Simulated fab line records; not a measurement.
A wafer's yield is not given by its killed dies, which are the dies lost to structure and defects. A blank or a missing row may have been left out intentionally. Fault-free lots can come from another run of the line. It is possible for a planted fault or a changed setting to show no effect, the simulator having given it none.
fab line records -- flow n5_finfet
record: lots: 7, wafers: 21, last_day: 24
route steps=1938 shown HKMG_FIN@454 GATE_CUT@465 BEOL_M4@1111 PASSIVATION@1936
lots untouched by any fault: they come from a run of this same line in which no faults occurred
start_h: hours from the record's first day to the start of the lot's first wafer shown -- wait_h: time in hours since the lot's previous step -- " identical to the entry in the row above -- L1.1+2: a row that stands for several wafers -- - no value, or no start given -- * or withheld: withheld -- < > ~ a bound
route shown NAME@n: NAME is a module with steps in the file, n the number in the route of the first one -- usual: mean/standard deviation taken from wafers without a fault -- same: alike in all rows -- chamber/n: place in a boat -- sites: each site's reading -- _std_site: the standard deviation of these -- _edge_site: outer sites' mean less inner sites' -- radius_mm: for every site, how far away it sits from the centre of the wafer -- mask NAME#n: copy n -- behind: the most recent tool/chamber to have shaped the wafer -- hold: why the lot went on hold/how many hours it stayed there/how the hold came to an end -- device: which transistor (n, p or np) failed to switch -- end of line: the same wafers' tests at the end of the route -- a step without rows: its recipe alone -- killed: at the first sort, the dies lost to defects and structure; wafer yield is something else -- map: a wafer's dies, x killed, . not, _ none there
set.NAME: the setting that was run; set.NAME@STEP: the one run at that earlier step -- model.NAME: the simulator's own value behind a step, which no gauge read
lots at some steps of the route; a table a step, a row a wafer
services: from which hour (start_h, from the record's first day; less than 0 if before it) a tool's chamber was out of use, for how many hours, and why
== steps ==
step: N5_HKMG_FIN_ETCHBACK_68
recipe: chemistry: Cl2/Ar, stop_on: HfO2, target_depth_a: 5, pressure_mtorr: 10, icp_w: 600, bias_w: 60, Cl2_flow_sccm: 40, Ar_flow_sccm: 60
usual: drypump_motor_current_A: 5.7/0.38, oes_product_au: 0.72/0.094, throttle_valve_pct: 20.83/0.21
lot.wafer,tool,chamber,start_h,wait_h,drypump_motor_current_A,oes_product_au,rf_hours_counter_h,throttle_valve_pct
L221.1,rie_metal-02,0,96.38,0.0,5.9,0.69,82,20.67
L221.4,rie_metal-02,1,96.38,0.0,6.0,0.60,-,20.99
L221.5,rie_metal-02,0,96.38,0.0,5.9,0.68,-,20.68
L225.1,rie_metal-03,0,119.81,0.0,6.1,0.65,98,20.68
L225.4,rie_metal-03,0,119.81,0.0,6.1,0.66,-,20.70
L225.6,rie_metal-03,0,119.81,0.0,6.1,0.66,-,20.68
L230.1,rie_metal-01,1,164.67,0.0,4.9,0.79,34,20.66
L230.5,rie_metal-01,1,164.67,0.0,4.9,0.79,-,20.67
L230.6,rie_metal-01,0,164.67,0.0,5.8,0.93,-,20.62
L233.1,rie_metal-03,1,170.24,0.0,5.5,0.74,57,21.17
L233.3,rie_metal-03,0,170.24,0.0,6.1,0.62,-,20.75
L233.6,rie_metal-03,1,170.24,0.0,5.4,0.73,-,21.18
L234.1,rie_metal-01,0,175.31,0.0,5.8,0.91,2,20.63
L234.3,rie_metal-01,0,175.31,0.0,5.8,0.92,-,20.63
L234.4,rie_metal-01,1,175.31,0.0,4.9,0.79,-,20.66
L236.1,rie_metal-01,0,196.27,0.0,5.8,0.90,4,20.63
L236.5,rie_metal-01,1,196.27,0.0,4.9,0.79,-,20.67
L236.6,rie_metal-01,0,196.27,0.0,5.8,0.89,-,20.63
L240.3,rie_metal-03,0,213.27,0.1,6.1,0.64,-,20.72
L240.4,rie_metal-03,1,213.27,0.1,5.5,0.72,-,21.16
L240.5,rie_metal-03,0,213.27,0.1,6.1,0.64,-,20.72
step: N5_HKMG_FIN_STRIP_69
recipe: chemistry: N2/H2, power_w: 2500, temp_c: 300, h2_frac: 0.65, time_s: 360, pressure_mtorr: withheld, n2_flow_sccm: 1750, h2_flow_sccm: 3250
step: N5_HKMG_FIN_ALD_21
recipe: material: TiN, target_thk_a: 15, temp_c: 400, ald_precursor_family: TiCl4, ald_co_reactant: NH3, pulse_time_s: 1, purge_time_s: 3, co_reactant_purge_time_s: 2, co_reactant_pulse_time_s: 2, ald_cycles: 68, pressure_torr: 3
step: N5_HKMG_FIN_ALD_72
recipe: material: W, target_thk_a: 20, temp_c: 300, pressure_torr: 7.5, ald_precursor_family: WF6, ald_co_reactant: B2H6, pulse_time_s: 1, purge_time_s: 2, co_reactant_purge_time_s: 2, co_reactant_pulse_time_s: 3, ald_cycles: 7
step: N5_HKMG_FIN_W_FILL_22
recipe: material: W, target_thk_a: 600, temp_c: 400, pressure_torr: 39.4, time_s: 18.2
usual: heater_power_outer_w: 549/78, heater_power_w: 890/110, throttle_valve_pct: 19.1/0.59
lot.wafer,tool,chamber,start_h,wait_h,heater_power_outer_w,heater_power_w,throttle_valve_pct
L221.1,cvd_w-02,0,97.35,0.0,533,909,19.5
L221.4,cvd_w-02,1,97.35,0.0,618,962,19.7
L221.5,cvd_w-02,1,97.35,0.0,638,970,19.8
L225.1,cvd_w-01,0,120.76,0.0,617,972,18.4
L225.4,cvd_w-01,0,120.76,0.0,606,990,18.4
L225.6,cvd_w-01,0,120.76,0.0,594,982,18.5
L230.1,cvd_w-01,1,165.62,0.0,440,724,18.6
L230.5,cvd_w-01,1,165.62,0.0,422,712,18.4
L230.6,cvd_w-01,0,165.62,0.0,630,992,18.7
L233.1,cvd_w-01,0,171.19,0.0,616,998,18.5
L233.3,cvd_w-01,0,171.19,0.0,613,973,18.5
L233.6,cvd_w-01,0,171.19,0.0,613,1012,18.9
L234.1,cvd_w-02,1,176.26,0.0,620,985,19.9
L234.3,cvd_w-02,0,176.26,0.0,532,897,19.9
L234.4,cvd_w-02,1,176.26,0.0,618,964,20.0
L236.1,cvd_w-01,0,197.21,0.0,611,1002,18.6
L236.5,cvd_w-01,1,197.21,0.0,436,699,18.5
L236.6,cvd_w-01,0,197.21,0.0,619,998,18.6
L240.3,cvd_w-01,1,214.19,0.0,424,707,18.8
L240.4,cvd_w-01,0,214.19,0.0,635,995,18.8
L240.5,cvd_w-01,1,214.19,0.0,437,724,18.7
step: N5_HKMG_FIN_PRECLEAN_83
recipe: chemistry: DIW, time_s: 57.5, temp_c: 23
step: N5_HKMG_FIN_SRD_84
recipe: dry_time_s: 32, dry: n2_spin, spin_rpm: 1500
step: N5_HKMG_FIN_CMP_23
recipe: stop_on: SiNx, t_overpolish_s: 10, post_cmp_clean: rinse_only, down_force_psi: 4, platen_rpm: 50.289, pad_velocity_m_s: 1.0006, target_thk_nm: 46.326
usual: motor_current_A: 11.4/1.3, overpolish_run_s: 10.001/0.0091, time_to_endpoint_s: 12.0/2.3
lot.wafer,tool,chamber,start_h,wait_h,motor_current_A,overpolish_run_s,time_to_endpoint_s
L221.4,cmp-02,2,97.53,0.1,9.4,10.012,11.1
L221.1,cmp-02,0,97.53,0.1,9.5,9.999,13.9
L221.5,cmp-02,1,97.53,0.1,9.6,10.012,7.8
L225.1,cmp-02,2,121.17,0.3,9.1,10.005,9.6
L225.4,cmp-02,0,121.17,0.3,9.3,9.997,10.6
L225.6,cmp-02,2,121.17,0.3,9.7,10.016,10.4
L230.1,cmp-01,1,165.98,0.3,12.8,10.007,10.7
L230.6,cmp-01,2,165.98,0.3,10.5,9.991,14.2
L230.5,cmp-01,3,165.98,0.3,12.4,10.008,14.2
L233.1,cmp-03,1,171.53,0.3,12.1,10.008,15.3
L233.3,cmp-03,2,171.53,0.3,12.4,9.999,12.5
L233.6,cmp-03,0,171.53,0.3,10.8,10.008,11.8
L234.4,cmp-03,2,176.48,0.1,12.4,9.998,11.3
L234.3,cmp-03,3,176.48,0.1,12.1,9.983,12.5
L234.1,cmp-03,0,176.48,0.1,11.1,9.997,14.6
L236.1,cmp-03,1,197.48,0.2,12.0,9.998,14.1
L236.6,cmp-03,0,197.48,0.2,10.4,10.016,12.8
L236.5,cmp-03,1,197.48,0.2,12.0,10.007,16.8
L240.4,cmp-02,3,214.28,0.0,12.8,9.993,11.2
L240.3,cmp-02,2,214.28,0.0,9.5,10.000,11.5
L240.5,cmp-02,0,214.28,0.0,8.9,10.007,12.7
step: N5_HKMG_FIN_CMP_94
recipe: stop_on: SiNx, post_cmp_clean: w_dilute_nh4oh, t_overpolish_s: 4.7, down_force_psi: 4, platen_rpm: 50.289, pad_velocity_m_s: 1.0006, target_thk_nm: 43.299
usual: motor_current_A: 11.4/1.2
lot.wafer,tool,chamber,start_h,wait_h,motor_current_A
L221.4,cmp-02,2,97.96,0.3,9.6
L221.1,cmp-02,0,97.96,0.3,9.6
L221.5,cmp-02,1,97.96,0.3,9.9
L225.1,cmp-02,2,121.60,0.3,9.6
L225.4,cmp-02,0,121.60,0.3,9.3
L225.6,cmp-02,2,121.60,0.3,9.4
L230.1,cmp-01,1,166.31,0.2,13.1
L230.6,cmp-01,2,166.31,0.2,11.0
L230.5,cmp-01,3,166.31,0.2,12.8
L233.1,cmp-03,1,171.96,0.3,12.5
L233.3,cmp-03,2,171.96,0.3,12.8
L233.6,cmp-03,0,171.96,0.3,10.9
L234.4,cmp-03,2,176.91,0.3,12.8
L234.3,cmp-03,3,176.91,0.3,12.2
L234.1,cmp-03,0,176.91,0.3,10.3
L236.1,cmp-03,1,197.91,0.3,12.6
L236.6,cmp-03,0,197.91,0.3,10.6
L236.5,cmp-03,1,197.91,0.3,11.8
L240.4,cmp-02,3,214.76,0.4,12.6
L240.3,cmp-02,2,214.76,0.4,10.4
L240.5,cmp-02,0,214.76,0.4,9.2
step: N5_HKMG_FIN_INSPECT_28
recipe: inspect_instrument: darkfield, mode: post_cmp
usual: raw_defect_count: 43/19
lot.wafer,tool,chamber,start_h,wait_h,raw_defect_count
L221.1,defect_inspect-01,-,98.16,0.0,44
L221.4,defect_inspect-01,-,98.16,0.0,39
L221.5,defect_inspect-01,-,98.16,0.0,35
L225.1,defect_inspect-01,-,121.80,0.0,53
L225.4,defect_inspect-01,-,121.80,0.0,30
L225.6,defect_inspect-01,-,121.80,0.0,57
L230.1,defect_inspect-01,-,166.45,0.0,41
L230.5,defect_inspect-01,-,166.45,0.0,41
L230.6,defect_inspect-01,-,166.45,0.0,41
L233.1,defect_inspect-02,-,172.16,0.0,33
L233.3,defect_inspect-02,-,172.16,0.0,31
L233.6,defect_inspect-02,-,172.16,0.0,25
L234.1,defect_inspect-01,-,177.11,0.0,26
L234.3,defect_inspect-01,-,177.11,0.0,43
L234.4,defect_inspect-01,-,177.11,0.0,29
L236.1,defect_inspect-02,-,198.11,0.0,29
L236.5,defect_inspect-02,-,198.11,0.0,32
L236.6,defect_inspect-02,-,198.11,0.0,12
L240.3,defect_inspect-02,-,215.00,0.0,38
L240.4,defect_inspect-02,-,215.00,0.0,29
L240.5,defect_inspect-02,-,215.00,0.0,21
step: N5_GATE_CUT_ETCHBACK_00
recipe: chemistry: SF6/Cl2, target: W, pressure_mtorr: 8, icp_w: 900, bias_w: 80, SF6_flow_sccm: 40, Cl2_flow_sccm: 60
usual: drypump_motor_current_A: 5.6/0.43, oes_product_au: 0.74/0.11, throttle_valve_pct: 27.41/0.26
lot.wafer,tool,chamber,start_h,wait_h,drypump_motor_current_A,oes_product_au,rf_hours_counter_h,throttle_valve_pct
L221.1,rie_metal-02,1,98.20,0.0,6.0,0.61,120,27.74
L221.4,rie_metal-02,1,98.20,0.0,5.9,0.62,-,27.73
L221.5,rie_metal-02,0,98.20,0.0,5.9,0.70,-,27.17
L225.1,rie_metal-01,0,121.84,0.0,5.8,0.59,133,27.86
L225.4,rie_metal-01,1,121.84,0.0,4.9,0.81,-,27.26
L225.6,rie_metal-01,0,121.84,0.0,5.8,0.59,-,27.85
L230.1,rie_metal-01,1,166.49,0.0,4.9,0.81,34,27.29
L230.5,rie_metal-01,1,166.49,0.0,4.9,0.81,-,27.28
L230.6,rie_metal-01,0,166.49,0.0,5.8,0.95,-,27.33
L233.1,rie_metal-01,1,172.37,0.2,4.9,0.81,35,27.29
L233.3,rie_metal-01,0,172.37,0.2,5.8,0.93,-,27.33
L233.6,rie_metal-01,0,172.37,0.2,5.8,0.94,-,27.33
L234.1,rie_metal-01,1,177.14,0.0,4.9,0.80,36,27.27
L234.3,rie_metal-01,0,177.14,0.0,5.8,0.94,-,27.34
L234.4,rie_metal-01,1,177.14,0.0,4.9,0.81,-,27.28
L236.1,rie_metal-03,1,198.15,0.0,5.5,0.73,61,27.95
L236.5,rie_metal-03,1,198.15,0.0,5.5,0.73,-,27.97
L236.6,rie_metal-03,0,198.15,0.0,6.1,0.65,-,27.25
L240.3,rie_metal-02,0,217.32,2.3,5.9,0.68,-,27.19
L240.4,rie_metal-02,1,217.32,2.3,6.0,0.96,-,27.58
L240.5,rie_metal-02,0,217.32,2.3,5.8,0.68,-,27.19
step: N5_GATE_CUT_ETCH_56
recipe: chemistry: Cl2/Ar, target: TiN, target_depth_a: 216, pressure_mtorr: 10, icp_w: 600, bias_w: 60, Cl2_flow_sccm: 40, Ar_flow_sccm: 60
usual: bias_w: 59.96/0.18, drypump_motor_current_A: 5.6/0.42, oes_product_au: 0.73/0.11, throttle_valve_pct: 20.76/0.18
lot.wafer,tool,chamber,start_h,wait_h,bias_w,drypump_motor_current_A,oes_product_au,rf_hours_counter_h,throttle_valve_pct,model.etch.depth_nm
L221.1,rie_metal-02,1,98.32,0.1,59.64,5.9,0.60,120,20.98,20.69
L221.4,rie_metal-02,1,98.32,0.1,59.96,5.9,0.61,-,20.98,20.66
L221.5,rie_metal-02,0,98.32,0.1,59.85,5.9,0.69,-,20.65,21.56
L225.1,rie_metal-01,0,121.96,0.1,60.13,5.8,0.58,133,21.13,20.55
L225.4,rie_metal-01,1,121.96,0.1,59.79,5.0,0.83,-,20.63,22.28
L225.6,rie_metal-01,0,121.96,0.1,60.17,5.8,0.58,-,21.13,20.62
L230.1,rie_metal-01,1,166.61,0.1,48.74,4.9,0.78,34,20.70,20.65
L230.5,rie_metal-01,1,166.61,0.1,48.81,4.9,0.78,-,20.69,20.66
L230.6,rie_metal-01,0,166.61,0.1,49.27,5.8,0.88,-,20.67,19.58
L233.1,rie_metal-01,1,172.49,0.1,48.87,4.9,0.77,35,20.70,20.56
L233.3,rie_metal-01,0,172.49,0.1,48.80,5.8,0.88,-,20.66,19.74
L233.6,rie_metal-01,0,172.49,0.1,48.70,5.8,0.87,-,20.68,19.71
L234.1,rie_metal-01,1,177.26,0.1,49.05,4.9,0.76,36,20.70,20.67
L234.3,rie_metal-01,0,177.26,0.1,48.83,5.8,0.87,-,20.66,19.88
L234.4,rie_metal-01,1,177.26,0.1,48.98,4.9,0.77,-,20.67,20.71
L236.1,rie_metal-03,1,198.27,0.1,60.15,5.5,0.73,61,21.16,21.61
L236.5,rie_metal-03,1,198.27,0.1,60.19,5.5,0.73,-,21.16,21.73
L236.6,rie_metal-03,0,198.27,0.1,59.90,6.0,0.64,-,20.72,21.32
L240.3,rie_metal-02,0,217.43,0.1,59.92,5.8,0.67,-,20.69,21.7
L240.4,rie_metal-02,1,217.43,0.1,59.94,5.9,0.93,-,20.71,21.34
L240.5,rie_metal-02,0,217.43,0.1,60.08,5.8,0.67,-,20.69,21.59
step: N5_GATE_CUT_ETCHBACK_30
recipe: chemistry: Cl2/Ar, target: TiN, target_depth_a: 30, mode: isotropic, pressure_mtorr: 10, icp_w: 600, bias_w: 60, Cl2_flow_sccm: 40, Ar_flow_sccm: 60
step: N5_BEOL_M4_RC_MEAS_101
usual: DIBL_N: 35.8/1.6, DIBL_P: 35.6/2, IOFF_N: 0.15/0.031, IOFF_P: 0.20/0.033, ION_N: 668/12, ION_P: 459/6.8, SS_N: 71.4/0.53, SS_P: 73.1/0.63, VT_N: 250/3.5, VT_P: -251/3
lot.wafer,tool,chamber,start_h,wait_h,DIBL_N[mV/V],DIBL_P[mV/V],IOFF_N[nA/um],IOFF_P[nA/um],ION_N[uA/um],ION_P[uA/um],SS_N[mV/dec],SS_P[mV/dec],VT_N[mV],VT_P[mV]
L221.1,prober-02,0,332.10,0.0,35.0,35.2,0.14,0.16,668,453,72.1,73.3,253,-256
L221.4,prober-02,0,332.10,0.0,37.6,37.7,0.19,0.20,668,451,71.6,73.7,248,-253
L221.5,prober-02,0,332.10,0.0,34.6,34.7,0.13,0.16,660,454,71.1,72.4,254,-255
L225.1,prober-01,0,387.54,0.0,34.3,35.1,0.12,0.17,656,453,70.5,73.0,256,-251
L225.4,prober-01,0,387.54,0.0,35.3,36.8,0.14,0.20,659,461,70.5,72.3,255,-251
L225.6,prober-01,0,387.54,0.0,35.2,35.7,0.13,0.19,662,459,71.5,72.0,251,-250
L230.1,prober-02,0,402.54,0.0,36.8,37.3,0.17,0.22,680,464,71.8,72.9,249,-251
L230.5,prober-02,0,402.54,0.0,34.8,34.4,0.13,0.17,637,453,71.9,73.2,255,-255
L230.6,prober-02,0,402.54,0.0,36.3,36.9,0.16,0.21,671,459,71.4,73.3,248,-253
L234.1,prober-01,0,404.36,0.0,36.9,35.6,0.16,0.20,670,464,71.4,72.8,250,-251
L234.3,prober-01,0,404.36,0.0,35.6,33.8,0.13,0.18,666,457,71.0,73.4,252,-255
L234.4,prober-01,0,404.36,0.0,34.4,32.7,0.12,0.16,667,460,70.5,72.5,254,-253
L233.1,prober-01,0,414.34,0.0,37.4,38.1,0.19,0.25,676,461,71.5,73.7,247,-248
L233.3,prober-01,0,414.34,0.0,36.4,36.5,0.17,0.23,672,467,71.3,73.9,249,-248
L233.6,prober-01,0,414.34,0.0,38.0,38.3,0.20,0.27,681,472,72.1,74.8,245,-245
L236.1,prober-02,0,435.59,0.0,34.9,35.3,0.15,0.18,666,453,71.1,72.6,250,-251
L236.5,prober-02,0,435.59,0.0,36.7,38.6,0.18,0.22,677,463,71.7,73.1,245,-250
L236.6,prober-02,0,435.59,0.0,33.7,33.1,0.12,0.15,653,453,71.0,71.8,253,-254
L240.3,prober-02,0,461.74,0.3,35.2,33.4,0.12,0.17,656,451,71.1,72.3,255,-252
L240.4,prober-02,0,461.74,0.3,33.9,32.6,0.11,0.16,652,452,70.9,72.9,254,-252
L240.5,prober-02,0,461.74,0.3,34.2,32.9,0.12,0.17,680,466,71.2,72.5,252,-253
step: N5_PASSIVATION_PROBE_49
usual: defect_limited_yield: 90.7/1.5, killed_at_M0_to_M3: 38/11, killed_at_M4_up: 15/5.5, killed_at_contacts: 12/6, killed_at_front_end: 41/11, killed_at_other: 3.5/2.7, killed_dies: 110/18, killed_open: 72/13, killed_short: 35/8.7, sort_bin_5_function: 5.5/1.1, sort_bin_6_memory: 3.4/0.63, sort_bin_8_speed: 0.01/0.037, sort_n_pass: 1070/18, sort_yield_pct: 90.7/1.5
same: gross_dies: 1180, killed_at_back_side: 0, sort_bin_4_leakage[%]: 0
lot.wafer,tool,chamber,start_h,wait_h,defect_limited_yield[%],killed_at_M0_to_M3,killed_at_M4_up,killed_at_contacts,killed_at_front_end,killed_at_other,killed_dies,killed_open,killed_short,sort_bin_5_function[%],sort_bin_6_memory[%],sort_bin_8_speed[%],sort_n_pass,sort_yield_pct[%]
L221.1,prober-02,-,440.74,0.0,89.4,41,31,7,41,5,125,77,45,6.8,3.2,0,1055,89.4
L221.4,prober-02,-,440.89,0.2,89.9,40,27,5,46,1,119,68,46,5.9,4.1,0.08,1061,89.9
L221.5,prober-02,-,440.94,0.2,89.3,42,17,4,59,4,126,79,47,7.2,3.1,0,1054,89.3
L225.1,prober-02,-,507.25,0.0,91.9,31,15,6,44,0,96,72,23,4.4,3.4,0,1084,91.9
L225.4,prober-02,-,507.40,0.2,91.0,35,20,11,40,0,106,63,41,5.8,3.0,0,1074,91.0
L225.6,prober-02,-,507.50,0.3,92.5,26,15,9,38,0,88,73,15,4.7,2.7,0,1092,92.5
L230.1,prober-02,-,517.87,0.0,91.6,28,13,17,41,0,99,62,36,5.3,2.8,0,1081,91.6
L230.5,prober-02,-,518.07,0.2,92.8,29,19,8,28,1,85,61,24,4.2,2.9,0,1095,92.8
L230.6,prober-02,-,518.12,0.3,89.7,34,5,12,68,3,122,83,38,5.9,4.1,0,1058,89.7
L234.1,prober-01,-,524.43,0.0,91.1,45,15,8,34,3,105,71,33,5.7,3.2,0,1075,91.1
L234.3,prober-01,-,524.53,0.1,90.2,50,14,9,39,4,116,87,28,6.4,3.3,0,1064,90.2
L234.4,prober-01,-,524.58,0.2,87.8,59,15,19,49,2,144,93,49,7.4,4.3,0,1036,87.8
killed by level:class
L221.1 FIN_SAQP:geometric_particle:open=14 BEOL_M0_SAQP:geometric_particle:short=14 BEOL_M0_SAQP:geometric_particle:open=11 BEOL_M5:geometric_particle:open=11 BEOL_M4:geometric_particle:open=8 FIN_SAQP:geometric_particle:short=6 DUMMY_GATE:geometric_particle:open=6 BEOL_M2:geometric_particle:open=6
L221.4 BEOL_M4:geometric_particle:open=12 FIN_SAQP:geometric_particle:short=11 BEOL_M0_SAQP:geometric_particle:short=11 BEOL_M0_SAQP:geometric_particle:open=11 BEOL_M2:geometric_particle:open=7 FIN_SAQP:geometric_particle:open=6 BEOL_M3:geometric_particle:open=6 DUMMY_GATE:geometric_particle:open=5
L221.5 FIN_SAQP:geometric_particle:open=17 FIN_SAQP:geometric_particle:short=16 BEOL_M0_SAQP:geometric_particle:open=10 BEOL_M2:geometric_particle:open=10 BEOL_M1:geometric_particle:open=8 DUMMY_GATE:geometric_particle:open=7 BEOL_M0_SAQP:geometric_particle:short=7 STARTING-WAFER:geometric_particle:short=6
L225.1 FIN_SAQP:geometric_particle:open=10 BEOL_M1:geometric_particle:open=10 GATE_CUT:geometric_particle:short=7 BEOL_M4:geometric_particle:open=7 DUMMY_GATE:geometric_particle:open=6 BEOL_M3:geometric_particle:open=6 MOL_CONTACT_COAG:geometric_particle:open=6 STI_FIN_REVEAL:geometric_particle:open=5
L225.4 FIN_SAQP:geometric_particle:open=12 BEOL_M4:geometric_particle:open=11 BEOL_M1:geometric_particle:open=10 BEOL_M0_SAQP:geometric_particle:short=7 MOL_CONTACT_COAG:geometric_particle:short=6 FIN_SAQP:geometric_particle:short=5 GATE_CUT:geometric_particle:short=5 MOL_CONTACT_COAG:geometric_particle:open=5
L225.6 FIN_SAQP:geometric_particle:open=11 MOL_CONTACT_COAG:geometric_particle:open=9 BEOL_M1:geometric_particle:open=9 BEOL_M4:geometric_particle:open=7 BEOL_M3:geometric_particle:open=5 STARTING-WAFER:geometric_particle:open=5 FIN_SAQP:geometric_particle:short=4 BEOL_M2:geometric_particle:open=4
L230.1 FIN_SAQP:geometric_particle:open=12 MOL_CONTACT_COAG:geometric_particle:open=12 BEOL_M0_SAQP:geometric_particle:open=8 FIN_SAQP:geometric_particle:short=7 BEOL_M0_SAQP:geometric_particle:short=7 BEOL_M2:geometric_particle:open=7 BEOL_M4:geometric_particle:open=6 MOL_CONTACT_COAG:geometric_particle:short=5
L230.5 BEOL_M0_SAQP:geometric_particle:open=10 BEOL_M1:geometric_particle:open=9 BEOL_M4:geometric_particle:open=8 DUMMY_GATE:geometric_particle:open=7 MOL_CONTACT_COAG:geometric_particle:open=7 FIN_SAQP:geometric_particle:open=6 STI_FIN_REVEAL:geometric_particle:open=4 BEOL_M1:geometric_particle:short=4
L230.6 STI_FIN_REVEAL:geometric_particle:open=19 FIN_SAQP:geometric_particle:open=15 BEOL_M2:geometric_particle:open=13 MOL_CONTACT_COAG:geometric_particle:open=10 FIN_SAQP:geometric_particle:short=9 STI_FIN_REVEAL:geometric_particle:short=6 BEOL_M1:geometric_particle:open=5 STARTING-WAFER:geometric_particle:open=4
L234.1 BEOL_M1:geometric_particle:open=13 FIN_SAQP:geometric_particle:open=10 BEOL_M3:geometric_particle:open=9 BEOL_M4:geometric_particle:open=8 MOL_CONTACT_COAG:geometric_particle:open=7 GATE_CUT:geometric_particle:short=6 BEOL_M2:geometric_particle:open=6 BEOL_M3:geometric_particle:short=5
L234.3 BEOL_M3:geometric_particle:open=14 BEOL_M1:geometric_particle:open=13 FIN_SAQP:geometric_particle:open=12 BEOL_M2:geometric_particle:open=12 FIN_SAQP:geometric_particle:short=9 BEOL_M4:geometric_particle:open=7 STI_FIN_REVEAL:geometric_particle:open=6 MOL_CONTACT_COAG:geometric_particle:open=6
L234.4 BEOL_M3:geometric_particle:open=27 FIN_SAQP:geometric_particle:open=13 MOL_CONTACT_COAG:geometric_particle:open=13 FIN_SAQP:geometric_particle:short=10 BEOL_M0_SAQP:geometric_particle:short=8 BEOL_M4:geometric_particle:open=8 GATE_CUT:geometric_particle:short=7 MOL_CONTACT_COAG:geometric_particle:short=6
== services ==
tool,chamber,start_h,hours,kind
cmp-02,-,76.10,0.6,repair
rie_metal-03,-,83.15,0.4,repair
rie_metal-02,-,88.18,2.8,pm
rie_metal-01,-,94.69,2.8,pm
cmp-01,-,95.34,0.8,repair
rie_metal-03,-,108.28,1.7,repair
cmp-01,-,114.53,0.8,repair
cmp-01,-,118.00,4.0,pm
cmp-03,-,123.31,2.1,repair
cvd_w-01,1,125.56,12.3,repair
cmp-03,-,129.53,6.1,pm
rie_metal-03,-,132.67,1.4,pm
rie_metal-02,1,139.36,18.5,repair
cvd_w-01,0,139.96,-,calibration
cmp-01,-,141.28,0.9,repair
rie_metal-01,0,141.76,-,clean
rie_metal-01,0,141.76,17.7,scheduled_down
rie_metal-01,0,141.76,17.7,vent_cycle
cmp-01,-,143.76,0.4,repair
cvd_w-01,-,147.19,3.8,pm
cmp-02,-,162.89,5.1,repair
cvd_w-02,1,164.77,11.3,repair
cvd_w-02,0,166.71,8.4,repair
rie_metal-03,-,199.22,0.2,repair
== key ==
first_sign: step: N5_GATE_CUT_ETCH_56, reading: bias_w, direction: down, sigmas: 61, usual: *, struck: *
effect none on later readings
model_effect: step: N5_GATE_CUT_ETCH_56, value: etch.depth_nm, without: 21.81, struck: 20.24
met_at N5_GATE_CUT_ETCH_56
struck_wafers L230.1,L230.5,L230.6,L233.1,L233.3,L233.6,L234.1,L234.3,L234.4
onset_between 121.96 166.61
fault: kind: process_parameter_drift, tool: rie_metal-01, chamber: -, onset_h: 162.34, steps: N5_GATE_CUT_ETCH_56, channel: bias_w, offset: *, shape: step, end_h: 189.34, acts_in: *, stated: *
